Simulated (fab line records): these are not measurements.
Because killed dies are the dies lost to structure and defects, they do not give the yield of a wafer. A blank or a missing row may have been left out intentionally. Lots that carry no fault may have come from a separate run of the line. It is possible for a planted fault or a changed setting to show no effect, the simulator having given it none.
Chamber matching || flow nand harc || 4 sister chambers for NHARC_A_CHANNEL_FILL_D2_ALD_25 on ald hk-04
The step deposits SiOx, target thk 60 nm, pulse time 10 s, ald cycles 600. 4 wafers are shown with their chamber, then 7 later ones without.

## WAFERS, EACH WITH ITS CHAMBER
{"wafer": "L090.3", "chamber": 1, "heater power w (W)": 491}
{"wafer": "L090.1", "chamber": 3, "heater power w (W)": 478}
{"wafer": "L093.4", "chamber": 2, "heater power w (W)": 443}
{"wafer": "L093.1", "chamber": 0, "heater power w (W)": 458}

## WAFERS WITHOUT THEIR CHAMBER
{"wafer": "L093.6", "heater power w (W)": 449}
{"wafer": "L095.4", "heater power w (W)": 456}
{"wafer": "L095.1", "heater power w (W)": 487}
{"wafer": "L095.5", "heater power w (W)": 459}
{"wafer": "L096.2", "heater power w (W)": 488}
{"wafer": "L096.3", "heater power w (W)": 457}
{"wafer": "L096.5", "heater power w (W)": 449}

## THE CHAMBER EACH PASSED THROUGH
{"wafer": "L093.6", "from the rows above": "can't be placed: 2 or 0", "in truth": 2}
{"wafer": "L095.4", "from the rows above": 0, "in truth": 0}
{"wafer": "L095.1", "from the rows above": "can't be placed: 1 or 3", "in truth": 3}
{"wafer": "L095.5", "from the rows above": 0, "in truth": 0}
{"wafer": "L096.2", "from the rows above": "can't be placed: 1 or 3", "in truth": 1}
{"wafer": "L096.3", "from the rows above": 0, "in truth": 0}
{"wafer": "L096.5", "from the rows above": "can't be placed: 2 or 0", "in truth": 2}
3 of 7 placed correctly. Can't be placed from these rows: 4 (the true chamber is among the candidates in 4). 0 placed wrongly.
How it was worked out, from the rows above alone: a wafer's distance from a chamber is the root of the sum, over the readings, of the square of ((its reading less the chamber's mean) divided by the reading's scatter). If the next closest chamber is less than 2 further off than the closest, the wafer can't be placed; otherwise it belongs to the closest. The mean given for a chamber averages the wafers shown for that chamber. The scatter: with one shown wafer a chamber, the root of the mean of the squares of how far each hidden wafer lies from its nearest shown one.
